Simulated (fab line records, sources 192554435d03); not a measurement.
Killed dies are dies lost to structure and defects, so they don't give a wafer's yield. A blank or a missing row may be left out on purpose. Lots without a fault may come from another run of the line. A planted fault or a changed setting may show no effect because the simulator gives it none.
Which tool did it? | flow n5_finfet | 9 lots, 27 wafers sampled, at 1 step of a route of 1938

WHAT THE GAUGES READ, wafer by wafer
N5_MOL_CONTACT_COAG_OVL_MEAS_09.
lot  | measured     | on         | CA_OVL (nm)
L819 | day 5 03:40  | overlay-02 | 0.8 0.1 0.9
L821 | day 5 10:10  | overlay-01 | 0.9 -0.4 -0.6
L824 | day 6 01:47  | overlay-02 | 0.0 0.8 0.4
L830 | day 7 22:00  | overlay-02 | -0.3 0.4 -0.1
L832 | day 8 03:26  | overlay-02 | 0.6 -0.1 -0.7
L834 | day 8 13:53  | overlay-02 | 1.1 0.5 0.6
L836 | day 8 23:07  | overlay-02 | 1.1 1.2 1.5
L841 | day 10 08:42 | overlay-01 | -0.3 0.2 0.0
L842 | day 10 13:16 | overlay-01 | 1.5 -0.5 0.5

WHICH TOOL RAN EACH LOT (tool, then ch and the chambers of the sampled wafers, then the start)
The record holds no process step before these readings.

THE ANSWER, worked out from the rows above alone
Rule: what is usual is taken from the lots themselves. Put in order of their means at a reading, lots are off if they are a third of the lots or fewer, leave a main group of 4 or more, and stand apart from it by a gap of 3 or more times the standard deviation of the main group's means; of several such gaps the widest counts. A main group whose means are all the same, to the digits that the tables above print for the reading, isn't used. A lot without any number at a reading at which 4 lots or more have one is off too. The other lots that the step has rows for count as sound.
No lot is off at any reading shown: from this, nothing can be told.

WHAT THE SIMULATOR HAD PUT IN
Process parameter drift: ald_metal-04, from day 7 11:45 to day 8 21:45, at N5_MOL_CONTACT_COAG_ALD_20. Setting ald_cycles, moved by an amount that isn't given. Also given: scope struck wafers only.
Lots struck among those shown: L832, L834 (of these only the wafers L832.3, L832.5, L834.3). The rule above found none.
